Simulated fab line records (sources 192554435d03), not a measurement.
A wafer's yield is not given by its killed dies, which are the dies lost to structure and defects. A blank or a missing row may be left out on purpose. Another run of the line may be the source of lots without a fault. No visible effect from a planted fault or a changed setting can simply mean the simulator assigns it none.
fab line records -- flow n5_finfet
[record] lots = 10, wafers = 27, last_day = 17
route steps=1938 shown BEOL_M0_SAQP@633 BEOL_M0@729 BEOL_M1@753 BEOL_M4@1111 PASSIVATION@1936
lots with no fault: from the same line, run without faults
start_h: hours from the record's first day to the start of the lot's first wafer shown -- wait_h: hours since the lot's step before -- " repeats the value in the row above -- L1.1+2: one row covering several wafers at once -- - value missing, or start not given -- * or withheld: withheld -- < > ~ a bound
route shown NAME@n: NAME is a module with steps in the file, n the number in the route of the first one -- usual: mean/standard deviation taken from wafers without a fault -- same: alike in all rows -- chamber/n: place in a boat -- sites: per-site readings -- _std_site: the standard deviation of these -- _edge_site: inner sites' mean taken away from outer sites' mean -- radius_mm: how far each site lies from the wafer's centre -- mask NAME#n: copy n -- behind: tool/chamber where the wafer was last shaped -- hold: cause of the lot's hold/its duration in hours/its outcome -- device: the transistor (n, p or np) that didn't switch -- end of line: tests of these same wafers at the route's end -- for a step that has no rows: nothing shown but its recipe -- killed: dies that structure and defects cost at the first sort, which is not the same as the wafer's yield -- map: the dies of a wafer, with x for killed, . for not killed, _ for no die there
set.NAME: the setting as run; set.NAME@STEP: as run at that earlier step -- model.NAME: the simulator's own value behind a step, which no gauge read
one table for each step of the route and one row for each wafer, over a sample of lots
services: from which hour (start_h, from the record's first day; less than 0 if before it) a tool's chamber was out of use, for how many hours, and why
[[steps]]
[step N5_BEOL_M0_SAQP_ILD_DEP_01]
[recipe] material = SiOC, target_thk_a = 454.19, temp_c = 350, precursor = DEMS/O2, pressure_torr = 5, rf_w = 500, time_s = 8.7
[usual] heater_power_w = 483/58, showerhead_plenum_p_Torr = 5.699/0.016, throttle_valve_pct = 11.9/0.75
lot.wafer,tool,chamber,start_h,wait_h,heater_power_w,showerhead_plenum_p_Torr,throttle_valve_pct
L368.1,pecvd-02,2,111.79,0.0,455,5.713,11.6
L368.3,pecvd-02,0,111.79,0.0,441,5.717,12.4
L368.5,pecvd-02,1,111.79,0.0,452,5.707,13.2
L370.1,pecvd-01,1,123.53,0.0,404,5.688,12.8
L370.3,pecvd-01,2,123.53,0.0,451,5.695,12.3
L370.6,pecvd-01,2,123.53,0.0,469,5.708,12.0
L374.1,pecvd-02,0,143.12,0.0,528,5.716,12.0
L374.2,pecvd-02,2,143.12,0.0,427,5.697,11.6
L374.6,pecvd-02,1,143.12,0.0,409,5.710,13.1
L376.2,pecvd-02,1,162.36,0.0,415,5.726,13.4
L376.4,pecvd-02,1,162.36,0.0,424,5.719,12.8
L376.6,pecvd-02,0,162.36,0.0,448,5.693,12.1
L378.1,pecvd-02,1,165.36,0.0,437,5.711,13.0
L378.3,pecvd-02,2,165.36,0.0,470,5.708,11.6
L378.4,pecvd-02,2,165.36,0.0,469,5.707,11.6
L379.3,pecvd-02,0,176.89,0.0,507,5.716,12.3
L379.5,pecvd-02,1,176.89,0.0,445,5.711,12.8
L379.6,pecvd-02,0,176.89,0.0,498,5.692,12.4
L381.2,pecvd-04,2,192.08,0.0,472,5.699,11.0
L381.4,pecvd-04,2,192.08,0.0,481,5.701,11.0
L381.6,pecvd-04,0,192.08,0.0,524,5.668,11.1
L384.1,pecvd-02,1,210.23,0.0,404,5.707,13.0
L384.5,pecvd-02,2,210.23,0.0,471,5.705,11.8
L387.3,pecvd-02,2,222.99,0.0,459,5.714,11.4
L387.5,pecvd-02,2,222.99,0.0,462,5.713,11.6
L388.4,pecvd-02,1,232.04,0.0,425,5.712,13.1
L388.5,pecvd-02,2,232.04,0.0,440,5.704,11.8
[step N5_BEOL_M0_DEGAS_112]
[recipe] ambient = vacuum, temp_c = 250, time_s = 60
[usual] heater_power_w = 336/23
lot.wafer,tool,chamber,start_h,wait_h,heater_power_w
L368.1,pvd_sputter-03,-,126.70,0.4,314
L368.3,pvd_sputter-03,-,126.70,0.4,334
L368.5,pvd_sputter-03,-,126.70,0.4,369
L370.1,pvd_sputter-01,-,133.46,0.1,292
L370.3,pvd_sputter-01,-,133.46,0.1,334
L370.6,pvd_sputter-01,-,133.46,0.1,295
L374.1,pvd_sputter-03,-,155.76,0.5,309
L374.2,pvd_sputter-03,-,155.76,0.5,337
L374.6,pvd_sputter-03,-,155.76,0.5,334
L376.2,pvd_sputter-02,-,172.34,1.0,327
L376.4,pvd_sputter-02,-,172.34,1.0,330
L376.6,pvd_sputter-02,-,172.34,1.0,369
L378.1,pvd_sputter-03,-,179.51,0.3,339
L378.3,pvd_sputter-03,-,179.51,0.3,333
L378.4,pvd_sputter-03,-,179.51,0.3,371
L379.3,pvd_sputter-03,-,196.52,1.3,356
L379.5,pvd_sputter-03,-,196.52,1.3,307
L379.6,pvd_sputter-03,-,196.52,1.3,366
L381.2,pvd_sputter-03,-,203.10,0.8,334
L381.4,pvd_sputter-03,-,203.10,0.8,345
L381.6,pvd_sputter-03,-,203.10,0.8,339
L384.1,pvd_sputter-03,-,223.02,0.4,352
L384.5,pvd_sputter-03,-,223.02,0.4,376
L387.3,pvd_sputter-03,-,233.67,0.2,333
L387.5,pvd_sputter-03,-,233.67,0.2,301
L388.4,pvd_sputter-02,-,244.76,0.2,329
L388.5,pvd_sputter-02,-,244.76,0.2,325
[step N5_BEOL_M0_SURFACE_TREAT_137]
[recipe] gas = Ar, time_s = *, ion_energy_ev = *, ion_current_ma_cm2 = 0.5, pressure_mtorr = *, ar_flow_sccm = 30
[usual] throttle_valve_pct = *
lot.wafer,tool,chamber,start_h,wait_h,throttle_valve_pct
L368.1,pvd_sputter-02,-,127.17,0.3,*
L368.3,pvd_sputter-02,-,127.17,0.3,*
L368.5,pvd_sputter-02,-,127.17,0.3,*
L370.1,pvd_sputter-02,-,133.79,0.1,*
L370.3,pvd_sputter-02,-,133.79,0.1,*
L370.6,pvd_sputter-02,-,133.79,0.1,*
L374.1,pvd_sputter-02,-,156.17,0.2,*
L374.2,pvd_sputter-02,-,156.17,0.2,*
L374.6,pvd_sputter-02,-,156.17,0.2,*
L376.2,pvd_sputter-01,-,172.72,0.1,*
L376.4,pvd_sputter-01,-,172.72,0.1,*
L376.6,pvd_sputter-01,-,172.72,0.1,*
L378.1,pvd_sputter-02,-,179.87,0.2,*
L378.3,pvd_sputter-02,-,179.87,0.2,*
L378.4,pvd_sputter-02,-,179.87,0.2,*
L379.3,pvd_sputter-01,-,196.88,0.2,*
L379.5,pvd_sputter-01,-,196.88,0.2,*
L379.6,pvd_sputter-01,-,196.88,0.2,*
L381.2,pvd_sputter-03,-,203.46,0.2,*
L381.4,pvd_sputter-03,-,203.46,0.2,*
L381.6,pvd_sputter-03,-,203.46,0.2,*
L384.1,pvd_sputter-03,-,223.42,0.2,*
L384.5,pvd_sputter-03,-,223.42,0.2,*
L387.3,pvd_sputter-03,-,234.09,0.2,*
L387.5,pvd_sputter-03,-,234.09,0.2,*
L388.4,pvd_sputter-03,-,245.14,0.2,*
L388.5,pvd_sputter-03,-,245.14,0.2,*
[step N5_BEOL_M0_RS_MEAS_126]
[recipe] thk_meas_gauge = four-point-probe, reads = Co_of_BEOL_M0_CO_CAP_123+Cu_of_BEOL_M0_ECD_118+Co_of_BEOL_M0_CVD_115+TaN_of_BEOL_M0_ALD_136
[usual] M0_RS = 0.531/0.019
lot.wafer,tool,chamber,start_h,wait_h,M0_RS[ohm/sq]
L368.1,film_metro-02,-,130.45,0.0,0.513
L368.3,film_metro-02,-,130.45,0.0,0.527
L368.5,film_metro-02,-,130.45,0.0,0.505
L370.1,film_metro-02,-,135.36,0.0,0.517
L370.3,film_metro-02,-,135.36,0.0,0.526
L370.6,film_metro-02,-,135.36,0.0,0.523
L374.1,film_metro-02,-,158.39,0.0,0.528
L374.2,film_metro-02,-,158.39,0.0,0.521
L374.6,film_metro-02,-,158.39,0.0,0.526
L376.2,film_metro-02,-,174.37,0.1,0.528
L376.4,film_metro-02,-,174.37,0.1,0.521
L376.6,film_metro-02,-,174.37,0.1,0.512
L378.1,film_metro-02,-,181.52,0.0,0.535
L378.3,film_metro-02,-,181.52,0.0,0.507
L378.4,film_metro-02,-,181.52,0.0,0.519
L379.3,film_metro-01,-,198.52,0.1,0.563
L379.5,film_metro-01,-,198.52,0.1,0.536
L379.6,film_metro-01,-,198.52,0.1,0.538
L381.2,film_metro-01,-,205.11,0.1,0.537
L381.4,film_metro-01,-,205.11,0.1,0.552
L381.6,film_metro-01,-,205.11,0.1,0.527
L384.1,film_metro-01,-,225.45,0.1,0.526
L384.5,film_metro-01,-,225.45,0.1,0.723
L387.3,film_metro-01,-,235.81,0.1,0.542
L387.5,film_metro-01,-,235.81,0.1,0.712
L388.4,film_metro-02,-,247.11,0.0,0.770
L388.5,film_metro-02,-,247.11,0.0,0.831
[step N5_BEOL_M1_PECVD_72]
[recipe] material = SiO2, target_thk_a = 160, temp_c = 400, precursor = TEOS/O2, pressure_torr = 5.5, rf_w = 450, teos_flow_sccm = 53.8, gas = O2, flow_sccm = 3000, time_s = 18
[usual] heater_power_w = 740/89, showerhead_plenum_p_Torr = 8.76/0.06, throttle_valve_pct = 21.7/1.2
lot.wafer,tool,chamber,start_h,wait_h,heater_power_w,showerhead_plenum_p_Torr,throttle_valve_pct
L368.1,pecvd-04,1,130.63,0.0,813,8.84,21.1
L368.3,pecvd-04,0,130.63,0.0,764,8.67,20.7
L368.5,pecvd-04,2,130.63,0.0,643,8.79,21.1
L370.1,pecvd-01,1,135.53,0.0,704,8.73,24.1
L370.3,pecvd-01,2,135.53,0.0,623,8.78,22.7
L370.6,pecvd-01,1,135.53,0.0,702,8.72,23.6
L374.1,pecvd-01,0,158.55,0.0,800,8.77,20.9
L374.2,pecvd-01,2,158.55,0.0,668,8.79,22.9
L374.6,pecvd-01,2,158.55,0.0,678,8.77,23.0
L376.2,pecvd-01,0,174.55,0.0,770,8.76,21.3
L376.4,pecvd-01,0,174.55,0.0,750,8.75,21.3
L376.6,pecvd-01,2,174.55,0.0,600,8.76,23.0
L378.1,pecvd-04,2,181.68,0.0,621,8.79,20.9
L378.3,pecvd-04,2,181.68,0.0,622,8.80,20.8
L378.4,pecvd-04,0,181.68,0.0,848,8.66,20.9
L379.3,pecvd-03,1,198.68,0.0,652,8.70,22.4
L379.5,pecvd-03,0,198.68,0.0,825,8.69,22.8
L379.6,pecvd-03,1,198.68,0.0,677,8.68,22.6
L381.2,pecvd-03,2,205.28,0.0,822,8.86,20.7
L381.4,pecvd-03,1,205.28,0.0,656,8.68,22.7
L381.6,pecvd-03,0,205.28,0.0,815,8.68,22.7
L384.1,pecvd-01,0,225.61,0.0,893,8.78,20.7
L384.5,pecvd-01,0,225.61,0.0,905,8.77,20.9
L387.3,pecvd-01,2,236.01,0.1,619,8.77,19.6
L387.5,pecvd-01,2,236.01,0.1,610,8.76,19.6
L388.4,pecvd-04,2,247.29,0.1,679,8.79,21.0
L388.5,pecvd-04,1,247.29,0.1,849,8.82,21.2
[step N5_BEOL_M4_RC_MEAS_101]
[usual] DIBL_N = 35.4/2.1, DIBL_P = 34.8/2.6, IOFF_N = 0.15/0.037, IOFF_P = 0.19/0.037, ION_N = 677/16, ION_P = 462/9.3, SS_N = 71.4/0.75, SS_P = 72.9/0.77, VT_N = 250/3.7, VT_P = -251/3.5
lot.wafer,tool,chamber,start_h,wait_h,DIBL_N[mV/V],DIBL_P[mV/V],IOFF_N[nA/um],IOFF_P[nA/um],ION_N[uA/um],ION_P[uA/um],SS_N[mV/dec],SS_P[mV/dec],VT_N[mV],VT_P[mV]
L368.1,prober-01,0,183.49,0.0,35.6,34.3,0.13,0.14,654,441,71.5,72.4,255,-257
L368.3,prober-01,0,183.49,0.0,39.3,38.9,0.22,0.20,684,455,73.0,73.8,247,-256
L368.5,prober-01,0,183.49,0.0,37.9,37.1,0.19,0.18,686,455,72.5,73.3,249,-254
L370.1,prober-01,0,197.97,0.0,35.3,35.4,0.15,0.19,690,464,71.8,73.3,245,-253
L370.3,prober-01,0,197.97,0.0,36.9,36.0,0.16,0.18,677,453,71.4,72.7,250,-255
L370.6,prober-01,0,197.97,0.0,31.4,29.3,0.09,0.12,657,449,70.0,71.3,256,-259
L374.1,prober-01,0,202.96,0.5,34.8,33.8,0.13,0.16,664,456,71.1,73.1,251,-257
L374.2,prober-01,0,202.96,0.5,37.2,36.0,0.16,0.18,678,457,71.7,73.2,248,-253
L374.6,prober-01,0,202.96,0.5,34.0,32.3,0.12,0.13,660,448,70.9,71.5,255,-257
L376.2,prober-01,0,226.06,0.2,35.4,34.8,0.16,0.21,662,463,71.6,72.6,246,-248
L376.4,prober-01,0,226.06,0.2,33.4,32.0,0.12,0.17,666,464,71.6,72.0,251,-251
L376.6,prober-01,0,226.06,0.2,37.0,37.2,0.20,0.26,682,465,73.0,73.6,245,-245
L378.1,prober-01,0,231.34,0.7,36.0,34.6,0.13,0.21,649,450,71.0,73.0,250,-251
L378.3,prober-01,0,231.34,0.7,36.2,34.6,0.15,0.20,677,466,71.3,73.2,246,-252
L378.4,prober-01,0,231.34,0.7,37.3,35.1,0.15,0.19,661,450,71.3,72.4,249,-251
L379.3,prober-02,0,251.52,0.3,34.3,34.2,0.13,0.17,660,454,71.3,71.9,251,-253
L379.5,prober-02,0,251.52,0.3,39.5,41.3,0.25,0.31,712,480,72.6,74.3,242,-243
L379.6,prober-02,0,251.52,0.3,32.7,31.6,0.11,0.14,669,457,70.9,72.1,253,-254
L381.2,prober-01,0,252.84,0.2,35.2,34.9,0.15,0.21,683,467,71.2,73.5,248,-248
L381.4,prober-01,0,252.84,0.2,35.3,34.9,0.14,0.21,679,469,71.3,73.1,249,-249
L381.6,prober-01,0,252.84,0.2,33.4,32.1,0.12,0.17,674,462,71.4,72.2,254,-250
L384.1,prober-01,0,278.83,0.0,37.6,37.1,0.17,0.22,678,467,71.9,73.8,248,-246
L384.5,prober-01,0,278.83,0.0,35.6,36.4,0.13,0.20,662,464,71.2,72.4,254,-250
L387.3,prober-01,0,286.65,0.3,36.2,36.9,0.18,0.22,694,472,72.3,72.9,247,-249
L387.5,prober-01,0,286.65,0.3,37.8,38.8,0.20,0.24,696,471,72.2,73.0,245,-245
L388.4,prober-01,0,303.34,0.5,35.9,34.1,0.13,0.15,656,449,71.6,72.8,255,-254
L388.5,prober-01,0,303.34,0.5,39.2,39.1,0.20,0.22,709,469,72.2,74.6,245,-253
[step N5_PASSIVATION_PROBE_49]
[usual] defect_limited_yield = 90.5/1.7, killed_at_M0_to_M3 = 37/12, killed_at_M4_up = 14/5.2, killed_at_contacts = 12/5.9, killed_at_front_end = 45/14, killed_at_other = 3.5/2.8, killed_dies = 112/21, killed_open = 73/15, killed_short = 36/8.9, sort_bin_5_function = 5.6/1.2, sort_bin_6_memory = 3.5/0.68, sort_bin_8_speed = 0.01/0.1, sort_n_pass = 1068/21, sort_yield_pct = 90.5/1.8
[same] gross_dies = 1180, killed_at_back_side = 0, sort_bin_4_leakage[%] = 0
lot.wafer,tool,chamber,start_h,wait_h,defect_limited_yield[%],killed_at_M0_to_M3,killed_at_M4_up,killed_at_contacts,killed_at_front_end,killed_at_other,killed_dies,killed_open,killed_short,sort_bin_5_function[%],sort_bin_6_memory[%],sort_bin_8_speed[%],sort_n_pass,sort_yield_pct[%]
L378.1,prober-01,-,343.00,0.0,87.3,46,14,11,75,4,150,94,54,8.0,4.1,0.08,1029,87.2
L378.3,prober-01,-,343.10,0.1,89.7,47,13,10,49,3,122,83,36,6.3,3.7,0,1058,89.7
L378.4,prober-01,-,343.15,0.2,90.8,45,8,4,47,4,108,74,33,5.1,3.5,0,1072,90.8
L384.1,prober-01,-,379.91,0.6,90.7,46,11,8,39,6,110,77,30,5.5,3.3,0,1070,90.7
L384.5,prober-01,-,380.11,0.8,92.9,28,7,16,28,5,84,56,23,4.7,2.0,0,1096,92.9
L387.3,prober-02,-,396.53,0.1,90.6,52,11,13,32,3,111,73,36,5.6,3.5,0,1069,90.6
L387.5,prober-02,-,396.63,0.2,90.0,53,11,9,39,6,118,78,38,6.1,3.6,0,1062,90.0
// killed by level:class
L378.1 FIN_SAQP:geometric_particle:short=23 FIN_SAQP:geometric_particle:open=18 BEOL_M0_SAQP:geometric_particle:open=12 MOL_CONTACT_COAG:geometric_particle:open=10 BEOL_M0_SAQP:geometric_particle:short=10 BEOL_M3:geometric_particle:open=9 STI_FIN_REVEAL:geometric_particle:open=7 BEOL_M2:geometric_particle:open=7
L378.3 STI_FIN_REVEAL:geometric_particle:open=12 BEOL_M2:geometric_particle:open=12 FIN_SAQP:geometric_particle:open=11 MOL_CONTACT_COAG:geometric_particle:open=8 DUMMY_GATE:geometric_particle:open=8 BEOL_M0_SAQP:geometric_particle:short=8 BEOL_M1:geometric_particle:open=7 BEOL_M0_SAQP:geometric_particle:open=6
L378.4 BEOL_M0_SAQP:geometric_particle:open=15 BEOL_M0_SAQP:geometric_particle:short=11 FIN_SAQP:geometric_particle:open=10 DUMMY_GATE:geometric_particle:open=9 STI_FIN_REVEAL:geometric_particle:open=8 BEOL_M1:geometric_particle:open=8 FIN_SAQP:geometric_particle:short=6 STARTING-WAFER:geometric_particle:short=5
L384.1 STI_FIN_REVEAL:geometric_particle:open=12 BEOL_M1:geometric_particle:open=10 FIN_SAQP:geometric_particle:open=8 BEOL_M0_SAQP:geometric_particle:short=7 BEOL_M0_SAQP:geometric_particle:open=7 BEOL_M2:geometric_particle:open=7 MOL_CONTACT_COAG:geometric_particle:open=6 BEOL_M3:geometric_particle:open=6
L384.5 MOL_CONTACT_COAG:geometric_particle:open=10 BEOL_M3:geometric_particle:open=10 STI_FIN_REVEAL:geometric_particle:open=7 STARTING-WAFER:geometric_particle:short=6 BEOL_M2:geometric_particle:open=5 MOL_CONTACT_COAG:geometric_particle:short=4 BEOL_M1:geometric_particle:open=4 FIN_SAQP:geometric_particle:open=3
L387.3 BEOL_M0_SAQP:geometric_particle:short=12 MOL_CONTACT_COAG:geometric_particle:open=11 BEOL_M3:geometric_particle:open=11 STI_FIN_REVEAL:geometric_particle:open=9 BEOL_M0_SAQP:geometric_particle:open=8 BEOL_M1:geometric_particle:open=8 FIN_SAQP:geometric_particle:short=6 BEOL_M0:geometric_particle:open=5
L387.5 BEOL_M0_SAQP:geometric_particle:short=12 BEOL_M0_SAQP:geometric_particle:open=11 STI_FIN_REVEAL:geometric_particle:open=10 BEOL_M1:geometric_particle:open=9 BEOL_M3:geometric_particle:open=7 MOL_CONTACT_COAG:geometric_particle:open=6 GATE_CUT:geometric_particle:short=6 BEOL_M2:geometric_particle:open=6
[[services]]
tool,chamber,start_h,hours,kind
pecvd-04,0,89.36,5.5,scheduled_down
pecvd-03,1,100.30,5.0,scheduled_down
pvd_sputter-02,-,116.54,1.6,repair
pecvd-02,0,118.68,2.1,scheduled_down
pecvd-03,1,126.16,5.5,scheduled_down
pecvd-04,0,136.78,13.9,repair
pvd_sputter-01,-,137.28,15.4,repair
pecvd-03,-,161.43,0.3,repair
pecvd-04,2,163.33,2.1,scheduled_down
pecvd-04,1,170.87,13.4,repair
pecvd-04,1,188.62,2.1,scheduled_down
pecvd-01,2,202.38,-,clean
pecvd-01,2,202.38,-,consumable_replace:showerhead
pecvd-01,2,202.38,29.0,scheduled_down
pecvd-01,2,202.38,29.0,vent_cycle
pecvd-02,1,204.81,2.1,scheduled_down
pecvd-02,2,212.94,5.5,scheduled_down
pecvd-03,-,217.15,98.4,repair
pecvd-01,1,234.87,10.4,repair
pecvd-02,-,240.78,1.8,repair
[[key]]
[first_sign] step = N5_BEOL_M0_RS_MEAS_126, reading = M0_RS, direction = up, sigmas = 12, usual = 0.531, struck = 0.759
effect none on later readings
met_at N5_BEOL_M0_SAQP_ILD_DEP_01
struck_lots L384,L387,L388
struck_wafers L384.5,L387.5,L388.4,L388.5
not_acting_at N5_BEOL_M0_DEGAS_112,N5_BEOL_M0_SURFACE_TREAT_137,N5_BEOL_M1_PECVD_72
onset_between 176.89 210.23
[fault] kind = process_parameter_drift, tool = pecvd-02, chamber = -, onset_h = 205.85, steps = N5_BEOL_M0_SAQP_ILD_DEP_01, channel = time_s, offset = *, shape = step, end_h = 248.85, scope = struck_wafers_only, acts_in = *, stated = *
